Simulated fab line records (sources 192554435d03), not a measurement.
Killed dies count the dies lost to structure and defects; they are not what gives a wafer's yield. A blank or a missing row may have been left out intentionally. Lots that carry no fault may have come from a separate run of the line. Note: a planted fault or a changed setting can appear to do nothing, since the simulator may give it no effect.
Chamber matching | flow n5 finfet | N5_GATE_CUT_CMP_23 on cmp-01: 4 sister chambers
The step polishes, stops on SiO2, t overpolish 23.4 s, target thk 16 nm. 4 wafers are shown with their chamber, then 9 later ones without.

EACH WAFER AND ITS CHAMBER
wafer  | chamber | motor current A (A)
L080.6 | 1       | 7.8
L088.3 | 2       | 9.4
L088.4 | 0       | 8.4
L088.5 | 3       | 9.5

WAFERS MISSING THEIR CHAMBER
wafer  | motor current A (A)
L095.1 | 9.3
L095.4 | 8.7
L095.6 | 8.2
L096.3 | 9.0
L096.5 | 9.1
L096.6 | 8.4
L097.1 | 9.1
L097.2 | 9.1
L097.5 | 9.3

EACH ONE'S CHAMBER
wafer  | from the rows above          | in truth
L095.1 | can't be placed: 2 or 3      | 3
L095.4 | can't be placed: 0 or 2 or 3 | 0
L095.6 | can't be placed: 0 or 1      | 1
L096.3 | can't be placed: 2 or 3 or 0 | 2
L096.5 | can't be placed: 2 or 3 or 0 | 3
L096.6 | 0                            | 0
L097.1 | can't be placed: 2 or 3 or 0 | 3
L097.2 | can't be placed: 2 or 3 or 0 | 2
L097.5 | can't be placed: 2 or 3      | 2
1 of 9 placed correctly. Not placeable from these rows: 8 (in 8, the candidates include the true chamber). Placed wrongly: 0.
How it was worked out, from the rows above alone: a wafer's distance from a chamber is the root of the sum, over the readings, of the square of ((its reading less the chamber's mean) divided by the reading's scatter). The wafer belongs to the nearest chamber; if the next one is less than 2 further off, it can't be placed. The mean given for a chamber averages the wafers shown for that chamber. The scatter: root of mean squared gap, hidden wafer to nearest shown wafer, with one shown wafer a chamber.
